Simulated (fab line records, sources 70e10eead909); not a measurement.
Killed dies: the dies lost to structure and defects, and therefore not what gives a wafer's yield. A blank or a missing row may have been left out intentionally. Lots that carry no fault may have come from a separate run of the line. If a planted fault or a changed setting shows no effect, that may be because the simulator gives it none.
Chamber matching / flow nandHarc / cmp-04 running NHARC_P_CONTACT_CMP_24: 4 sister chambers
The step polishes, t overpolish 30 s, target thk 200 nm. 16 wafers are shown with their chamber, then 8 later ones without.

## WAFERS PAIRED WITH THEIR CHAMBERS
wafer=L075.1; chamber=0; motorCurrentA (A)=11.0; timeToEndpointS (s)=44.9; overpolishRunS (s)=30.012
wafer=L075.2; chamber=2; motorCurrentA (A)=12.8; timeToEndpointS (s)=44.4; overpolishRunS (s)=30.002
wafer=L075.5; chamber=0; motorCurrentA (A)=11.1; timeToEndpointS (s)=46.4; overpolishRunS (s)=29.988
wafer=L080.4; chamber=3; motorCurrentA (A)=12.0; timeToEndpointS (s)=42.1; overpolishRunS (s)=29.995
wafer=L080.5; chamber=1; motorCurrentA (A)=11.7; timeToEndpointS (s)=46.5; overpolishRunS (s)=30.014
wafer=L080.6; chamber=2; motorCurrentA (A)=12.2; timeToEndpointS (s)=44.1; overpolishRunS (s)=29.999
wafer=L083.2; chamber=2; motorCurrentA (A)=13.0; timeToEndpointS (s)=41.2; overpolishRunS (s)=29.991
wafer=L083.3; chamber=0; motorCurrentA (A)=11.0; timeToEndpointS (s)=46.3; overpolishRunS (s)=30.013
wafer=L083.5; chamber=0; motorCurrentA (A)=12.2; timeToEndpointS (s)=42.8; overpolishRunS (s)=30.004
wafer=L087.1; chamber=0; motorCurrentA (A)=11.6; timeToEndpointS (s)=45.0; overpolishRunS (s)=29.999
wafer=L087.2; chamber=3; motorCurrentA (A)=12.1; timeToEndpointS (s)=44.5; overpolishRunS (s)=30.010
wafer=L087.6; chamber=0; motorCurrentA (A)=11.8; timeToEndpointS (s)=46.4; overpolishRunS (s)=29.997
wafer=L090.1; chamber=2; motorCurrentA (A)=13.0; timeToEndpointS (s)=37.4; overpolishRunS (s)=29.992
wafer=L090.2; chamber=3; motorCurrentA (A)=13.1; timeToEndpointS (s)=37.9; overpolishRunS (s)=29.998
wafer=L090.6; chamber=3; motorCurrentA (A)=12.3; timeToEndpointS (s)=37.0; overpolishRunS (s)=29.995
wafer=L092.1; chamber=1; motorCurrentA (A)=12.1; timeToEndpointS (s)=40.1; overpolishRunS (s)=30.002

SIGNATURES (averages over the wafers above)
reading=motorCurrentA; chamber 0=11.450; chamber 1=11.900; chamber 2=12.750; chamber 3=12.375; scatter within a chamber=0.456
reading=timeToEndpointS; chamber 0=45.300; chamber 1=43.300; chamber 2=41.775; chamber 3=40.375; scatter within a chamber=2.88
reading=overpolishRunS; chamber 0=30.00217; chamber 1=30.00800; chamber 2=29.99600; chamber 3=29.99950; scatter within a chamber=0.00799
Rule: a wafer's distance from a chamber is the root of the sum, over the readings, of the square of ((its reading less the chamber's mean) divided by the reading's scatter). If the next closest chamber is less than 2 further off than the closest, the wafer can't be placed; otherwise it belongs to the closest. The scatter: take each reading less its chamber's mean, square it, sum over the shown wafers, divide by the number of wafers less the number of chambers, and take the root.

## WAFERS WITH NO CHAMBER GIVEN
wafer=L092.2; motorCurrentA (A)=11.9; timeToEndpointS (s)=39.2; overpolishRunS (s)=29.983
wafer=L092.6; motorCurrentA (A)=11.0; timeToEndpointS (s)=37.5; overpolishRunS (s)=30.001
wafer=L095.2; motorCurrentA (A)=12.8; timeToEndpointS (s)=39.1; overpolishRunS (s)=30.007
wafer=L095.4; motorCurrentA (A)=11.3; timeToEndpointS (s)=38.6; overpolishRunS (s)=29.994
wafer=L095.5; motorCurrentA (A)=11.3; timeToEndpointS (s)=36.0; overpolishRunS (s)=29.990
wafer=L097.1; motorCurrentA (A)=12.6; timeToEndpointS (s)=36.0; overpolishRunS (s)=30.009
wafer=L097.2; motorCurrentA (A)=12.0; timeToEndpointS (s)=40.9; overpolishRunS (s)=29.999
wafer=L097.6; motorCurrentA (A)=13.0; timeToEndpointS (s)=39.2; overpolishRunS (s)=29.993

## THE CHAMBER EACH PASSED THROUGH
wafer=L092.2; from the rows above=can't be placed: 3 or 2 or 0 or 1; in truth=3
wafer=L092.6; from the rows above=can't be placed: 0 or 1 or 3 or 2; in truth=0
wafer=L095.2; from the rows above=can't be placed: 3 or 2 or 1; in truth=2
wafer=L095.4; from the rows above=can't be placed: 3 or 0 or 1 or 2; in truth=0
wafer=L095.5; from the rows above=can't be placed: 3 or 0 or 1 or 2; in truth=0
wafer=L097.1; from the rows above=can't be placed: 3 or 2 or 1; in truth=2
wafer=L097.2; from the rows above=can't be placed: 3 or 1 or 2 or 0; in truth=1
wafer=L097.6; from the rows above=can't be placed: 2 or 3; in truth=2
Correctly placed: 0 of 8. From these rows, 8 cannot be placed; in 8 the true chamber is one of the candidates. Wrongly placed: 0.
